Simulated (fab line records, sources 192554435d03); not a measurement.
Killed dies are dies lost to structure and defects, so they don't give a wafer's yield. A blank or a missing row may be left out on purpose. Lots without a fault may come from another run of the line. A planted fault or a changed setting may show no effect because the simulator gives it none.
Problem report in the 8D (eight disciplines) form, filled by code | flow n5_finfet | the parts of the form that need people (team, actions taken, sign-off) are left out

1. THE PROBLEM
run_length_s at N5_BEOL_M4_CVD_47 reads a mean of 345.1 s on 1 wafer of 1 lot; wafers without a fault read 247.0 s with a standard deviation of 0.46. That is +99 or more standard deviations from the usual mean.
The step: deposits Co from CCTBA/H2, target thk 3 nm, time 223.8 s.
First seen on wafer L649.3, day 11 18:59, on cvd_co-01. The record holds 27 wafers of 9 lots with a number at this step. Rule for "out", or "out of limits": more than 4 standard deviations from the usual mean. The other wafers with a number count as sound.

2. WHAT IT IS AND WHAT IT IS NOT
question                    | is                | is not
which readings at this step | run_length_s      | -
which lots                  | L649              | L638, L639, L640, L641, L642, L655, L656, L661
which wafers of those lots  | L649.3            | L649.2, L649.6
read on which tools         | cvd_co-01         | cvd_co-02
when                        | from day 11 18:59 | up to then (17 sound wafers); but 9 sound wafers of L655, L656, L661 came after

3. SUSPECTS, AND WHAT RULES EACH OUT
Counting: a tool at a process step up to the reading stays a suspect if it ran every lot that is out. Sound lots after the first of them don't rule it out here, since some wafers of a struck lot are sound.
- ald_sin-02 at N5_BEOL_M4_ALD_98 (deposits SiO2, target thk 2.5 nm, pulse time 1 s, co reactant pulse time 1 s): kept. It ran the lot that is out, L649 (day 11 12:32); its last sound lot up to then is L642 (day 8 04:25).
- rie_diel-01 at N5_BEOL_M4_VIA_ETCH_34 (etches the open film in C4F6/O2, target depth 69.4 nm, time 65.9 s): kept. It ran the lot that is out, L649 (day 11 17:38); its last sound lot up to then is L640 (day 8 04:04).
- cvd_co-01 at N5_BEOL_M4_CVD_47 (deposits Co from CCTBA/H2, target thk 3 nm, time 223.8 s): kept. It ran the lot that is out, L649 (day 11 18:59); its last sound lot up to then is L641 (day 8 14:16). Its own readings are out on those wafers: run_length_s.
- Within rie_diel-01 at N5_BEOL_M4_VIA_ETCH_34: the wafers that are out ran in chamber 0; their sound lot-mates ran in chambers 1, 3.
- Within cvd_co-01 at N5_BEOL_M4_CVD_47: the wafers that are out ran in chamber 2; their sound lot-mates ran in chamber 0.
Left after counting: ald_sin-02 at N5_BEOL_M4_ALD_98, rie_diel-01 at N5_BEOL_M4_VIA_ETCH_34, cvd_co-01 at N5_BEOL_M4_CVD_47.

4. THE CAUSE (what the simulator had put in)
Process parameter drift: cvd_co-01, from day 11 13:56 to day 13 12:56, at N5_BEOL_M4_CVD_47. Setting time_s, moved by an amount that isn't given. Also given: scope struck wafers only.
Counting left 3 suspects, and this tool is among them.

5. THE CHAIN OF EFFECTS, in route order
Each row: a reading whose mean over the struck wafers that have a number lies more than 3 standard deviations from the usual. Only readings for which the record gives a usual standard deviation are gone through. hours: the time from each lot's start at the first step in this table that gives one to its start at this step, as a median over the lots. sigmas: the change in usual standard deviations.
hours | step              | reading      | usual   | on struck wafers | change | sigmas
0     | N5_BEOL_M4_CVD_47 | run_length_s | 247.0 s | 345.1            | +98.1  | +99 or more
The process steps in it:
- N5_BEOL_M4_CVD_47: deposits Co from CCTBA/H2, target thk 3 nm, time 223.8 s.
Later measuring or inspecting steps at which every struck wafer that the step has a row for has a number for every such reading, and none has moved that far: N5_BEOL_M4_RC_MEAS_101.

6. WHAT WOULD HAVE CAUGHT IT SOONER
In this record the first reading out of limits was taken at day 11 18:59, 5 hours after the fault began at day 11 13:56.
